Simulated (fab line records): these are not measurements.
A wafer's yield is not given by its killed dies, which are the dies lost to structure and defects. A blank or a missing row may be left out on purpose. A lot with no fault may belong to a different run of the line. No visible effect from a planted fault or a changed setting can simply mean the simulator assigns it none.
fab line records | flow nandHarc
record lots=24 wafers=72 lastDay=35
route steps=1302 shown A_CHANNEL_FILL_D1@507 A_CHANNEL_HOLE_D2@596 A_CHANNEL_FILL_D2@621
lots that met no fault: from a run of the same line without faults
startH: the number of hours between the record's first day and the start of the first shown wafer of the lot | waitH: time in hours since the lot's previous step | " unchanged from the row above | L1.1+2: a single row standing in for several wafers | - either no value or no given start | * or withheld: withheld | < > ~ a bound
route shown NAME@n: a module of which the file shows steps, and the number in the route of the first | usual: mean/standard deviation of fault-free wafers | same: alike in all rows | chamber/n: place in a boat | sites: each site's reading | _std_site: the standard deviation of these | _edge_site: the outer-site mean with the inner-site mean subtracted | radiusMm: for every site, how far away it sits from the centre of the wafer | mask NAME#n: copy n | behind: the most recent tool/chamber to have shaped the wafer | hold: reason for holding the lot/hours on hold/outcome of the hold | device: transistor that didn't switch, given as n, p or np | end of line: at the end of the route, the tests of the same wafers | a step given without rows: its recipe and nothing more | killed: dies that structure and defects cost at the first sort, which is not the same as the wafer's yield | map: per-die view of a wafer (x killed, . not killed, _ where there is no die)
set.NAME: the run value of the setting; set.NAME@STEP: its run value at that earlier step | model.NAME: the simulator's own value behind a step, which no gauge read
one table for each step of the route and one row for each wafer, over a sample of lots
services: when a tool's chamber went out of use (startH, in hours from the record's first day, below 0 if earlier), for how many hours, and the reason
## steps
# step NHARC_A_CHANNEL_FILL_D1_ALD_25
# recipe targetThkA=600 pulseTimeS=10 aldCycles=600 tempC=300 material=SiOx
# usual heaterPowerW=471/38 precursorPulseHeightRel=1.000/0.022
# same aldCycles=600
# columns lot.wafer tool chamber startH waitH heaterPowerW precursorPulseHeightRel
L075.4 aldHk-02 1 224.83 0.0 451 0.994
L075.1 " 3 226.06 1.3 428 1.009
L075.5 " 1 227.30 2.5 449 1.000
L074.3 aldHk-04 0 224.83 0.1 494 1.014
L074.2 " 1 " " 396 0.969
L074.6 " 0 227.32 2.5 509 1.017
L076.1 aldHk-03 3 253.75 0.1 424 1.023
L076.3 " 0 " " 433 1.001
L076.4 " 2 255.63 1.9 502 1.022
L077.3 aldHk-02 3 254.36 0.7 445 1.004
L077.4 " 1 255.58 1.9 449 1.006
L077.6 " 3 256.80 3.1 438 0.988
L079.2 aldHk-04 2 265.89 0.1 438 0.975
L079.4 " 3 " " 465 0.995
L079.1 " 0 " " 503 0.988
L078.1 aldHk-02 2 267.13 1.3 523 0.969
L078.4 " 3 " " 448 1.012
L078.6 " 1 268.99 3.2 461 1.002
L080.4 aldHk-03 0 281.90 0.7 448 0.993
L080.6 " 3 283.72 2.5 411 0.949
L080.5 " 0 " " 436 1.007
L082.1 aldHk-04 3 300.93 0.7 455 0.984
L082.4 " 0 " " 506 0.981
L082.2 " 1 " " 409 1.000
L081.2 aldHk-02 0 302.14 1.9 501 1.008
L081.6 " 1 " " 453 1.012
L081.5 " 2 " " 534 1.001
L083.3 aldHk-03 2 313.19 0.7 508 1.024
L083.2 " 3 " " 409 0.979
L083.4 " 0 " " 447 0.991
L084.1 aldHk-02 3 315.03 2.5 452 0.986
L084.3 " 0 316.25 3.7 505 0.983
L084.5 " 2 318.70 6.2 521 0.974
L085.3 aldHk-02 1 340.08 0.0 458 1.038
L085.2 " 3 341.33 1.3 444 0.976
L085.6 " 2 343.20 3.2 531 1.006
L086.3 aldHk-04 1 346.41 1.3 403 0.985
L086.4 " 2 " " 434 0.987
L086.5 " 3 " " 465 0.983
L087.4 aldHk-02 3 360.97 1.3 452 1.036
L087.2 " 0 362.21 2.5 501 1.014
L087.5 " 2 364.68 5.0 528 0.963
L089.2 aldHk-03 2 370.07 0.1 495 1.044
L089.3 " 3 " " 417 0.966
L089.1 " 0 " " 452 0.977
L088.4 aldHk-02 1 370.68 0.7 457 1.014
L088.1 " 3 371.89 1.9 454 1.002
L088.5 " 0 " " 497 1.015
L091.4 aldHk-02 2 387.25 0.0 512 1.003
L091.3 " 3 " " 445 1.020
L091.6 " 3 390.36 3.2 449 1.008
L090.1 aldHk-04 3 387.34 0.1 465 1.012
L090.5 " 3 389.83 2.6 461 1.014
L090.6 " 0 " " 509 0.997
L092.1 aldHk-04 0 397.66 0.1 515 1.021
L092.3 " 1 " " 406 0.976
L092.6 " 1 400.72 3.1 413 0.973
L093.3 aldHk-02 3 422.37 1.3 452 1.017
L093.5 " 1 423.61 2.5 474 0.965
L093.6 " 2 " " 524 0.957
L094.4 aldHk-04 0 422.97 1.9 524 1.060
L094.6 " 1 " " 407 1.025
L094.5 " 2 " " 433 1.029
L095.1 aldHk-02 3 441.25 0.7 454 1.006
L095.2 " 1 442.48 1.9 473 0.975
L095.5 " 2 " " 537 0.949
L096.2 aldHk-03 0 443.59 0.1 414 0.998
L096.1 " 1 " " 519 1.005
L096.3 " 2 " " 522 1.021
L097.3 aldHk-02 3 464.90 1.3 446 0.998
L097.2 " 0 " " 496 1.029
L097.5 " 1 " " 456 0.956
# step NHARC_A_CHANNEL_FILL_D1_ETCHBACK_08
# recipe targetDepthA=2200 timeS=110 c4f8FlowSccm=20 arFlowSccm=withheld rfW=600 biasW=300 chemistry=C4F8
# usual oesProductAu=0.95/0.033 rfVppV=441/3.5
# columns lot.wafer tool chamber startH waitH oesProductAu rfHoursCounterH rfVppV
L075.1 rieDiel-08 3 - - 0.93 2.9 444
L075.4 " 1 " " 0.92 2.8 441
L075.5 " 2 " " 0.92 - 441
L074.2 rieDiel-09 1 - - 0.92 3.8 437
L074.3 " 2 " " 0.92 3.8 444
L074.6 " 0 " " 0.92 - 436
L077.3 rieDiel-08 0 - - 0.96 3.6 437
L077.4 " 3 " " 0.96 3.7 446
L077.6 " 0 " " 0.95 - 437
L076.4 rieDiel-05 1 - - 1.00 1.4 442
L076.1 " 2 " " 0.99 1.4 438
L076.3 " 0 " " 1.00 2.6 444
L079.4 rieDiel-09 2 - - 0.91 7.4 445
L079.1 " 3 " " 0.91 5.3 444
L079.2 " 0 " " 0.93 7.2 436
L078.1 rieDiel-08 0 - - 0.98 4.5 438
L078.4 " 1 " " 1.00 4.4 441
L078.6 " 3 " " 0.99 - 445
L080.4 rieDiel-08 2 - - 0.99 5.3 440
L080.5 " 2 " " 0.99 - 438
L080.6 " 3 " " 1.00 - 444
L081.2 rieDiel-05 3 - - 0.99 5.6 437
L081.6 " 1 " " 1.01 - 443
L081.5 " 2 " " 1.00 - 436
L082.2 rieDiel-09 2 - - 0.93 8.6 442
L082.1 " 3 " " 0.93 6.6 445
L082.4 " 0 " " 0.92 8.5 438
L083.2 rieDiel-09 2 - - 0.93 8.8 443
L083.4 " 0 " " 0.92 8.6 437
L083.3 " 1 " " 0.93 8.6 438
L084.1 rieDiel-08 2 - - 0.91 8.3 439
L084.3 " 3 " " 0.91 8.3 446
L084.5 " 1 " " 0.92 - 442
L085.3 rieDiel-05 0 - - 0.94 7.3 445
L085.2 " 1 " " 0.93 6.2 444
L085.6 " 2 " " 0.93 - 437
L086.3 rieDiel-05 3 - - 0.99 7.7 438
L086.4 " 1 " " 1.01 7.0 442
L086.5 " 3 " " 0.99 - 436
L087.2 rieDiel-05 3 - - 0.92 8.8 436
L087.4 " 0 " " 0.92 9.1 444
L087.5 " 2 " " 0.93 - 435
L088.4 rieDiel-09 0 - - 0.92 2.5 437
L088.1 " 2 " " 0.91 2.8 440
L088.5 " 0 " " 0.92 - 438
L089.2 rieDiel-05 1 - - 0.93 8.8 444
L089.1 " 2 " " 0.92 8.1 437
L089.3 " 3 " " 0.93 9.5 436
L091.4 rieDiel-05 0 - - 0.93 10.5 444
L091.3 " 1 " " 0.93 9.4 442
L091.6 " 0 " " 0.94 - 445
L090.1 rieDiel-05 2 - - 0.91 8.7 436
L090.6 " 3 " " 0.92 - 437
L090.5 " 0 " " 0.92 - 446
L092.1 rieDiel-09 1 - - 0.94 3.9 438
L092.3 " 3 " " 0.92 3.8 445
L092.6 " 2 " " 0.92 - 444
L094.4 rieDiel-08 3 - - 0.94 3.1 446
L094.5 " 1 " " 0.92 - 441
L094.6 " 2 " " 0.92 - 441
L093.3 rieDiel-05 0 - - 0.99 1.2 445
L093.6 " 3 " " 1.01 - 439
L093.5 " 0 " " 1.00 - 445
L095.1 rieDiel-09 3 - - 0.92 4.9 445
L095.2 " 1 " " 0.94 5.0 437
L095.5 " 0 " " 0.92 - 436
L096.2 rieDiel-09 0 - - 0.93 4.7 437
L096.3 " 2 " " 0.93 5.3 444
L096.1 " 3 " " 0.92 4.9 444
L097.3 rieDiel-08 2 - - 1.01 5.6 442
L097.2 " 3 " " 1.00 6.3 445
L097.5 " 1 " " 0.99 - 442
# step NHARC_A_CHANNEL_HOLE_D2_ETCH_24
# recipe biasV=5000 sourceW=withheld pressureMtorr=20 timeS=906.2 arFlowSccm=375 c4f8FlowSccm=93.8 o2FlowSccm=31.2 tempC=-20 targetDepthA=15000 chemistry=C4F8/O2/Ar
# usual drypumpMotorCurrentA=5.89/0.16 showerheadPlenumPTorr=3.65/0.15 throttleValvePct=32.236/0.0094
# columns lot.wafer tool chamber startH waitH drypumpMotorCurrentA rfHoursCounterH showerheadPlenumPTorr throttleValvePct
L074.2 harEtch-01 1 294.75 0.6 6.06 147 3.51 32.243
L074.3 " 0 " " 5.96 - 3.70 32.240
L074.6 " 0 " " 5.98 - 3.70 32.244
L075.1 harEtch-02 1 297.92 1.2 5.67 365 3.65 32.238
L075.4 " 1 " " 5.64 - 3.65 32.227
L075.5 " 1 " " 5.66 - 3.65 32.252
L076.1 harEtch-02 1 326.28 0.6 5.64 381 3.64 32.220
L076.3 " 0 " " 5.88 - 3.92 32.249
L076.4 " 1 " " 5.66 - 3.64 32.239
L077.4 harEtch-01 0 327.39 0.6 5.97 - 3.69 32.252
L077.3 " 1 " " 6.07 - 3.50 32.227
L077.6 " 0 " " 6.00 - 3.69 32.230
L079.1 harEtch-02 0 334.49 0.6 5.83 374 3.92 32.232
L079.2 " 1 " " 5.68 389 3.63 32.230
L079.4 " 1 " " 5.65 - 3.63 32.232
L078.1 harEtch-01 1 335.70 0.7 6.06 174 3.50 32.244
L078.4 " 0 " " 5.96 - 3.68 32.244
L078.6 " 1 " " 6.06 - 3.50 32.236
L080.4 harEtch-02 1 351.57 0.6 5.65 - 3.63 32.228
L080.6 " 1 " " 5.65 - 3.63 32.231
L080.5 " 0 " " 5.87 - 3.91 32.221
L082.2 harEtch-02 1 365.24 0.6 5.64 405 3.62 32.234
L082.1 " 0 " " 5.82 390 3.91 32.237
L082.4 " 0 " " 5.86 - 3.91 32.236
L081.2 harEtch-01 1 369.60 0.6 6.04 193 3.49 32.225
L081.5 " 1 " " 6.06 - 3.49 32.205
L081.6 " 0 " " 5.94 - 3.67 32.234
L083.2 harEtch-01 1 387.37 0.6 6.08 205 3.48 32.230
L083.3 " 0 " " 5.97 - 3.66 32.237
L083.4 " 1 " " 6.08 - 3.48 32.242
L084.1 harEtch-01 1 391.55 0.6 6.05 209 3.48 32.247
L084.3 " 0 " " 6.00 - 3.66 32.229
L084.5 " 0 " " 6.00 - 3.66 32.229
L085.2 harEtch-01 1 407.87 0.6 6.08 224 3.47 32.228
L085.3 " 0 " " 5.96 - 3.66 32.249
L085.6 " 1 " " 6.09 - 3.47 32.237
L086.3 harEtch-02 1 410.85 0.6 5.64 - 3.61 32.236
L086.4 " 0 " " 5.90 - 3.90 32.235
L086.5 " 0 " " 5.88 - 3.90 32.238
L087.2 harEtch-02 0 433.11 0.6 5.86 25 3.89 32.239
L087.4 " 0 " " 5.88 - 3.89 32.240
L087.5 " 1 " " 5.64 - 3.61 32.241
L088.1 harEtch-01 1 444.36 0.6 6.05 243 3.46 32.242
L088.4 " 1 " " 6.05 - 3.46 32.237
L088.5 " 0 " " 5.98 - 3.64 32.237
L089.1 harEtch-02 1 445.15 0.6 5.67 33 3.60 32.227
L089.2 " 0 " " 5.90 33 3.89 32.270
L089.3 " 0 " " 5.87 - 3.89 32.239
L090.1 harEtch-01 1 463.14 0.6 6.06 251 3.46 32.247
L090.6 " 0 " " 5.98 - 3.64 32.254
L090.5 " 1 " " 6.07 - 3.46 32.238
L091.4 harEtch-02 0 466.58 0.6 5.80 - 3.88 32.236
L091.3 " 1 " " 5.68 - 3.60 32.222
L091.6 " 1 " " 5.65 - 3.60 32.235
L092.1 harEtch-01 1 467.18 0.6 6.05 255 3.45 32.234
L092.3 " 1 " " 6.07 - 3.45 32.240
L092.6 " 1 " " 6.09 - 3.45 32.233
L094.4 harEtch-02 1 489.58 0.6 5.67 - 3.59 32.236
L094.5 " 0 " " 5.88 - 3.87 32.240
L094.6 " 1 " " 5.62 - 3.59 32.242
L093.3 harEtch-01 1 490.46 0.6 6.06 - 3.44 32.241
L093.6 " 1 " " 6.06 - 3.44 32.227
L093.5 " 0 " " 5.99 - 3.63 32.246
L095.2 harEtch-02 0 506.49 0.6 5.85 67 3.87 32.220
L095.1 " 1 " " 5.64 67 3.58 32.251
L095.5 " 0 " " 5.86 - 3.87 32.228
L096.1 harEtch-01 1 506.88 0.6 6.06 281 3.44 32.234
L096.2 " 0 " " 5.99 281 3.62 32.234
L096.3 " 1 " " 6.08 - 3.44 32.221
L097.2 harEtch-02 0 535.60 0.6 5.87 82 3.86 32.224
L097.3 " 1 " " 5.64 - 3.58 32.236
L097.5 " 1 " " 5.64 - 3.58 32.238
# step NHARC_A_CHANNEL_HOLE_D2_ETCH_44
# recipe targetDepthA=1400 overetchA=140 timeS=77 ionEnergyEv=100 cf4FlowSccm=80 o2FlowSccm=20 arFlowSccm=0 rfW=300 biasW=100 chemistry=CF4/O2
# usual drypumpMotorCurrentA=5.6/0.4 oesProductAu=0.999/0.0076 rfVppV=197.5/1.4 showerheadPlenumPTorr=1.32/0.052 throttleValvePct=13.399/0.009
# columns lot.wafer tool chamber startH waitH drypumpMotorCurrentA oesProductAu rfHoursCounterH rfVppV showerheadPlenumPTorr throttleValvePct
L074.3 rieDiel-11 1 297.22 0.1 5.2 0.991 2 199.4 1.41 13.391
L074.2 " 3 " " 6.2 0.992 2 196.4 1.28 13.393
L074.6 " 0 " " 6.1 1.004 - 197.8 1.28 13.412
L075.1 rieDiel-02 2 302.55 0.1 5.3 1.000 5 197.6 1.28 13.393
L075.4 " 3 " " 6.2 1.002 6 199.9 1.40 13.392
L075.5 " 3 " " 6.2 0.992 - 199.6 1.40 13.411
L076.1 rieDiel-02 2 328.78 0.1 5.3 0.996 6 196.5 1.28 13.387
L076.3 " 0 " " 5.6 0.987 7 198.2 1.37 13.404
L076.4 " 2 " " 5.3 0.995 - 197.1 1.28 13.389
L077.3 rieDiel-13 1 329.74 0.1 5.4 0.982 7 195.9 1.26 13.383
L077.4 " 2 " " 5.8 0.983 7 198.5 1.35 13.401
L077.6 " 3 " " 5.7 0.987 - 198.0 1.33 13.396
L079.1 rieDiel-11 0 337.09 0.1 6.1 0.999 5 196.3 1.28 13.412
L079.2 " 2 " " 4.9 0.998 4 195.5 1.27 13.397
L079.4 " 3 " " 6.2 0.994 5 196.7 1.28 13.394
L078.1 rieDiel-13 0 338.17 0.1 5.2 0.996 10 196.3 1.27 13.379
L078.4 " 2 " " 5.8 0.992 7 198.6 1.35 13.416
L078.6 " 3 " " 5.7 0.988 - 199.6 1.33 13.399
L080.4 rieDiel-13 3 353.93 0.1 5.7 1.000 0 197.3 1.33 13.395
L080.5 " 1 " " 5.4 1.006 - 195.0 1.26 13.414
L080.6 " 2 " " 5.8 0.991 - 197.7 1.35 13.403
L082.2 rieDiel-02 2 367.84 0.1 5.3 1.007 9 195.7 1.28 13.405
L082.1 " 3 " " 6.2 1.000 8 199.5 1.40 13.416
L082.4 " 0 " " 5.6 1.013 9 198.1 1.37 13.391
L081.2 rieDiel-11 2 372.21 0.1 4.9 1.001 6 197.1 1.27 13.401
L081.6 " 1 " " 5.3 0.992 - 199.2 1.41 13.407
L081.5 " 2 " " 4.9 1.007 - 196.0 1.27 13.404
L083.4 rieDiel-11 0 389.85 0.0 6.1 0.992 8 195.7 1.28 13.396
L083.2 " 1 " " 5.3 0.993 7 200.6 1.41 13.401
L083.3 " 3 " " 6.2 1.002 8 196.1 1.28 13.396
L084.1 rieDiel-13 0 394.04 0.1 5.2 1.003 2 196.7 1.27 13.390
L084.3 " 1 " " 5.4 1.003 2 194.9 1.26 13.407
L084.5 " 3 " " 5.7 1.000 - 197.9 1.33 13.407
L085.3 rieDiel-02 0 410.35 0.1 5.5 1.011 0 197.9 1.37 13.393
L085.2 " 1 " " 5.4 1.016 0 198.0 1.35 13.403
L085.6 " 2 " " 5.3 1.001 - 195.5 1.28 13.396
L086.3 rieDiel-02 3 413.19 0.1 6.2 0.987 0 199.0 1.40 13.420
L086.4 " 0 " " 5.6 0.997 0 198.2 1.37 13.400
L086.5 " 1 " " 5.3 1.006 - 198.1 1.35 13.414
L087.4 rieDiel-02 0 435.58 0.1 5.6 1.014 2 198.1 1.37 13.396
L087.2 " 2 " " 5.3 0.999 2 196.5 1.28 13.389
L087.5 " 1 " " 5.4 1.007 - 198.2 1.35 13.386
L088.1 rieDiel-02 0 446.85 0.1 5.6 1.002 2 198.8 1.36 13.391
L088.4 " 2 " " 5.3 0.999 2 196.0 1.28 13.406
L088.5 " 0 " " 5.5 1.005 - 198.3 1.36 13.404
L089.1 rieDiel-13 0 447.74 0.1 5.2 1.008 6 197.4 1.27 13.387
L089.2 " 1 " " 5.4 1.012 6 196.4 1.26 13.401
L089.3 " 2 " " 5.8 0.994 5 198.9 1.35 13.412
L090.1 rieDiel-11 0 466.07 0.1 6.1 0.993 1 196.1 1.28 13.402
L090.6 " 0 " " 6.1 1.000 - 197.6 1.28 13.396
L090.5 " 1 " " 5.3 1.000 - 200.0 1.41 13.401
L091.4 rieDiel-13 1 468.92 0.1 5.4 1.000 7 195.9 1.26 13.383
L091.3 " 0 " " 5.2 0.998 7 195.7 1.27 13.406
L091.6 " 1 " " 5.4 1.011 - 195.4 1.26 13.400
L092.1 rieDiel-11 0 469.80 0.1 6.1 0.993 1 195.9 1.28 13.393
L092.3 " 2 " " 4.9 1.000 1 195.6 1.27 13.401
L092.6 " 0 " " 6.1 1.005 - 197.3 1.28 13.408
L094.4 rieDiel-11 0 491.81 0.1 6.1 1.003 2 197.2 1.28 13.403
L094.6 " 3 " " 6.2 1.019 - 197.3 1.27 13.404
L094.5 " 0 " " 6.1 0.997 - 197.1 1.28 13.409
L093.3 rieDiel-13 3 492.81 0.0 5.7 1.000 8 198.0 1.33 13.398
L093.5 " 3 " " 5.8 0.996 - 196.4 1.33 13.402
L093.6 " 0 " " 5.1 1.002 - 196.9 1.27 13.408
L095.1 rieDiel-02 2 509.09 0.1 5.3 0.997 8 196.7 1.28 13.382
L095.2 " 3 " " 6.2 0.993 8 198.3 1.40 13.391
L095.5 " 0 " " 5.5 0.997 - 197.2 1.36 13.397
L096.3 rieDiel-11 2 509.51 0.0 4.9 0.996 2 195.8 1.26 13.403
L096.2 " 3 " " 6.2 0.998 2 194.8 1.28 13.395
L096.1 " 0 " " 6.1 0.992 3 198.1 1.28 13.394
L097.3 rieDiel-02 3 538.21 0.1 6.2 1.002 10 198.5 1.40 13.390
L097.2 " 2 " " 5.3 1.004 10 197.4 1.28 13.393
L097.5 " 0 " " 5.6 1.019 - 198.9 1.36 13.398
# step NHARC_A_CHANNEL_FILL_D2_STRIP_28
# recipe timeS=20 o2FlowSccm=500 arFlowSccm=0 biasW=0 chemistry=O2
# usual drypumpMotorCurrentA=5.5/0.44 oesProductAu=0.999/0.0084 rfVppV=57.7/0.84 showerheadPlenumPTorr=3.53/0.12 throttleValvePct=17.037/0.0095
# columns lot.wafer tool chamber startH waitH drypumpMotorCurrentA oesProductAu rfHoursCounterH rfVppV showerheadPlenumPTorr throttleValvePct
L074.2 rieDiel-06 1 322.57 0.1 5.4 1.000 0 57.5 3.43 17.030
L074.3 " 3 " " 6.1 0.992 0 57.1 3.45 17.038
L074.6 " 2 " " 5.3 0.983 - 57.8 3.48 17.027
L075.4 rieDiel-06 0 329.27 0.1 5.1 0.994 0 58.1 3.79 17.039
L075.1 " 3 " " 6.1 0.996 0 58.3 3.45 17.035
L075.5 " 1 " " 5.4 0.994 - 58.0 3.43 17.041
L076.3 rieDiel-06 0 354.58 0.1 5.1 0.998 1 57.0 3.79 17.026
L076.4 " 1 " " 5.5 0.998 1 58.2 3.43 17.042
L076.1 " 3 " " 6.1 0.993 1 58.3 3.45 17.043
L077.3 rieDiel-03 2 354.58 0.1 5.0 0.989 1 56.1 3.40 17.044
L077.4 " 3 " " 5.0 1.001 1 57.5 3.60 17.060
L077.6 " 0 " " 6.0 0.997 - 58.6 3.47 17.039
L079.2 rieDiel-06 1 365.49 0.1 5.5 0.997 1 58.2 3.43 17.021
L079.1 " 3 " " 6.0 0.985 1 56.3 3.45 17.035
L079.4 " 0 " " 5.2 0.994 1 58.5 3.79 17.042
L078.4 rieDiel-03 2 365.50 0.1 5.0 0.994 2 59.0 3.40 17.032
L078.1 " 3 " " 5.0 1.002 2 56.7 3.60 17.037
L078.6 " 1 " " 5.7 0.989 - 57.6 3.59 17.037
L080.4 rieDiel-06 0 379.25 0.1 5.1 0.994 2 58.5 3.79 17.045
L080.5 " 3 " " 6.1 0.988 - 57.9 3.45 17.030
L080.6 " 0 " " 5.2 1.006 - 59.6 3.79 17.029
L082.1 rieDiel-03 1 392.84 0.1 5.7 0.988 2 58.3 3.59 17.040
L082.2 " 3 " " 5.0 1.012 3 58.3 3.60 17.051
L082.4 " 1 " " 5.7 0.996 - 57.2 3.59 17.049
L081.2 rieDiel-06 3 399.11 0.1 6.1 0.998 2 57.9 3.45 17.052
L081.5 " 0 " " 5.1 0.997 - 57.9 3.79 17.044
L081.6 " 1 " " 5.5 1.007 - 57.4 3.43 17.032
L083.3 rieDiel-06 3 415.35 0.1 6.1 0.985 3 58.3 3.45 17.033
L083.4 " 0 " " 5.1 0.990 3 57.7 3.79 17.036
L083.2 " 2 " " 5.3 1.000 3 58.1 3.48 17.056
L084.3 rieDiel-03 0 422.86 0.1 6.0 0.999 4 58.3 3.47 17.031
L084.1 " 2 " " 5.0 1.002 3 56.3 3.40 17.028
L084.5 " 0 " " 6.0 1.006 - 56.7 3.47 17.041
L085.2 rieDiel-06 2 436.15 0.1 5.3 0.986 4 58.2 3.48 17.033
L085.3 " 0 " " 5.1 1.002 3 58.1 3.79 17.025
L085.6 " 1 " " 5.5 0.989 - 59.4 3.43 17.052
L086.3 rieDiel-01 2 440.04 0.1 5.8 1.015 9 57.2 3.66 17.038
L086.4 " 3 " " 5.6 1.014 11 57.1 3.37 17.019
L086.5 " 1 " " 5.3 1.014 - 58.7 3.59 17.039
L087.2 rieDiel-01 2 462.91 0.2 5.9 1.012 17 56.3 3.66 17.048
L087.4 " 1 " " 5.3 1.015 - 59.3 3.59 17.031
L087.5 " 2 " " 5.8 0.999 - 58.1 3.66 17.039
L089.3 rieDiel-03 2 472.16 0.1 5.0 0.997 0 56.4 3.39 17.028
L089.2 " 0 " " 6.0 0.996 0 55.7 3.47 17.056
L089.1 " 1 " " 5.7 0.993 0 58.3 3.59 17.050
L088.4 rieDiel-06 3 472.16 0.1 6.1 0.998 5 57.0 3.45 17.034
L088.1 " 2 " " 5.3 0.993 5 56.1 3.48 17.040
L088.5 " 0 " " 5.1 0.991 - 57.6 3.79 17.030
L090.1 rieDiel-01 0 491.78 0.1 6.5 1.015 22 57.6 3.51 17.028
L090.5 " 1 " " 5.3 1.009 - 58.2 3.58 17.034
L090.6 " 2 " " 5.8 1.016 - 57.3 3.66 17.027
L092.1 rieDiel-01 3 501.17 0.1 5.5 1.011 20 56.1 3.36 17.031
L092.3 " 2 " " 5.9 1.003 21 58.6 3.66 17.054
L092.6 " 3 " " 5.5 1.010 - 57.6 3.36 17.027
L091.3 rieDiel-03 3 501.17 0.1 5.0 1.002 1 58.1 3.60 17.041
L091.4 " 1 " " 5.7 1.003 1 58.7 3.59 17.030
L091.6 " 2 " " 5.0 1.012 - 56.7 3.39 17.026
L094.4 rieDiel-03 3 517.95 0.1 5.0 0.995 2 58.4 3.60 17.038
L094.5 " 2 " " 5.0 1.007 - 55.4 3.39 17.028
L094.6 " 3 " " 5.0 0.994 - 57.6 3.60 17.036
L093.3 rieDiel-06 1 517.97 0.1 5.5 0.997 0 56.5 3.42 17.027
L093.5 " 2 " " 5.3 1.010 - 58.1 3.48 17.048
L093.6 " 1 " " 5.5 0.998 - 58.4 3.42 17.034
L096.1 rieDiel-03 2 537.86 0.1 5.0 1.000 2 57.2 3.39 17.035
L096.2 " 3 " " 5.0 0.990 3 59.8 3.60 17.017
L096.3 " 0 " " 6.0 0.998 3 58.4 3.47 17.055
L095.2 rieDiel-01 3 537.90 0.1 5.5 1.014 29 58.3 3.36 17.051
L095.1 " 1 " " 5.3 1.003 32 58.6 3.58 17.034
L095.5 " 3 " " 5.5 1.006 - 56.4 3.36 17.043
L097.3 rieDiel-03 3 563.96 0.1 5.0 1.002 3 58.7 3.60 17.034
L097.2 " 0 " " 6.0 1.012 3 57.5 3.47 17.040
L097.5 " 2 " " 5.0 1.003 - 57.0 3.39 17.034
# step NHARC_A_CHANNEL_FILL_D2_ALD_25
# recipe targetThkA=600 pulseTimeS=10 aldCycles=600 tempC=300 material=SiOx
# usual heaterPowerW=476/42 precursorPulseHeightRel=1.001/0.021
# same aldCycles=600
# columns lot.wafer tool chamber startH waitH heaterPowerW precursorPulseHeightRel
L074.3 aldHk-02 2 333.95 0.0 529 0.958
L074.2 " 1 335.80 1.9 470 0.962
L074.6 " 3 337.04 3.1 442 1.028
L075.1 aldHk-01 0 343.83 1.3 448 0.986
L075.4 " 1 " " 555 1.000
L075.5 " 3 345.67 3.1 461 1.015
L077.3 aldHk-04 0 365.97 0.1 524 1.003
L077.4 " 1 " " 415 1.037
L077.6 " 0 368.41 2.5 527 1.036
L076.4 aldHk-01 1 366.58 0.7 588 1.018
L076.1 " 2 " " 429 0.976
L076.3 " 3 " " 459 1.041
L079.1 aldHk-02 0 377.30 0.1 486 1.008
L079.2 " 1 " " 462 0.991
L079.4 " 2 " " 519 1.009
L078.4 aldHk-04 1 378.55 1.3 400 0.983
L078.1 " 2 " " 440 0.988
L078.6 " 3 " " 460 0.996
L080.4 aldHk-01 0 392.39 0.7 465 1.015
L080.5 " 3 394.21 2.5 460 0.993
L080.6 " 0 " " 449 0.955
L082.4 aldHk-02 2 404.05 0.0 529 0.986
L082.2 " 3 " " 451 1.013
L082.1 " 1 405.89 1.9 468 1.024
L081.2 aldHk-02 1 415.93 1.6 468 1.035
L081.6 " 0 417.79 3.4 487 0.985
L081.5 " 1 " " 478 1.017
L083.2 aldHk-01 1 427.16 0.1 586 1.010
L083.4 " 2 " " 434 1.022
L083.3 " 0 429.04 1.9 467 1.005
L084.1 aldHk-02 1 435.44 1.3 480 1.003
L084.3 " 2 " " 529 1.035
L084.5 " 0 437.33 3.2 493 0.980
L085.2 aldHk-01 3 450.15 1.3 459 0.967
L085.3 " 0 " " 451 1.024
L085.6 " 2 452.00 3.1 425 0.986
L086.4 aldHk-01 1 454.91 1.3 566 1.000
L086.3 " 2 " " 429 1.029
L086.5 " 0 456.77 3.2 454 0.981
L087.4 aldHk-02 3 475.42 0.7 456 0.986
L087.2 " 1 476.63 1.9 478 0.994
L087.5 " 3 477.83 3.1 455 0.995
L088.4 aldHk-02 3 485.43 1.9 452 1.005
L088.1 " 1 486.68 3.1 470 0.988
L088.5 " 3 487.93 4.4 450 1.005
L089.2 aldHk-01 3 485.78 2.2 440 0.992
L089.1 " 1 487.02 3.5 562 1.007
L089.3 " 2 " " 448 0.976
L090.1 aldHk-04 0 503.04 0.1 516 1.015
L090.5 " 0 505.46 2.5 508 1.014
L090.6 " 1 " " 434 0.995
L092.1 aldHk-02 1 512.91 0.1 469 1.021
L092.3 " 0 514.75 1.9 484 1.002
L092.6 " 2 515.98 3.1 540 0.992
L091.3 aldHk-04 3 512.91 0.1 489 1.003
L091.4 " 1 514.14 1.3 439 0.975
L091.6 " 3 515.37 2.5 472 0.989
L094.4 aldHk-04 0 534.07 1.3 515 1.012
L094.5 " 2 535.28 2.5 438 0.952
L094.6 " 3 " " 478 1.017
L093.3 aldHk-01 3 534.69 1.9 436 1.023
L093.6 " 0 " " 441 1.007
L093.5 " 1 " " 567 0.986
L096.3 aldHk-01 1 552.65 0.7 576 1.004
L096.2 " 2 " " 454 1.003
L096.1 " 3 " " 452 0.988
L095.2 aldHk-02 3 554.60 2.6 458 1.020
L095.1 " 0 555.84 3.9 503 0.992
L095.5 " 2 558.31 6.3 501 1.003
L097.3 aldHk-04 1 575.69 0.1 442 0.979
L097.2 " 0 577.52 1.9 516 0.998
L097.5 " 1 " " 438 0.972
## services
# columns tool chamber startH hours kind
rieDiel-02 - 216.70 9.0 pm
rieDiel-05 - 229.60 9.0 pm
rieDiel-06 3 239.75 6.7 repair
aldHk-04 - 255.82 10.0 pm
rieDiel-06 0 256.67 4.6 repair
rieDiel-03 - 281.31 9.0 pm
rieDiel-06 - 283.70 0.5 repair
aldHk-01 - 297.62 10.0 pm
rieDiel-06 - 307.20 9.0 pm
rieDiel-02 2 310.91 4.4 repair
rieDiel-02 3 325.93 22.6 repair
aldHk-04 - 332.75 0.2 repair
aldHk-02 - 349.63 10.0 pm
rieDiel-05 0 376.79 3.4 repair
harEtch-02 - 377.00 17.0 pm
rieDiel-02 - 381.22 0.2 repair
rieDiel-03 2 384.41 11.2 repair
rieDiel-06 - 403.19 0.2 repair
aldHk-04 - 433.82 10.0 pm
aldHk-04 - 451.27 38.6 repair
rieDiel-06 - 484.20 9.0 pm
rieDiel-06 0 504.02 19.2 repair
aldHk-02 - 527.63 10.0 pm
rieDiel-06 - 574.07 0.5 repair
## key
fault none
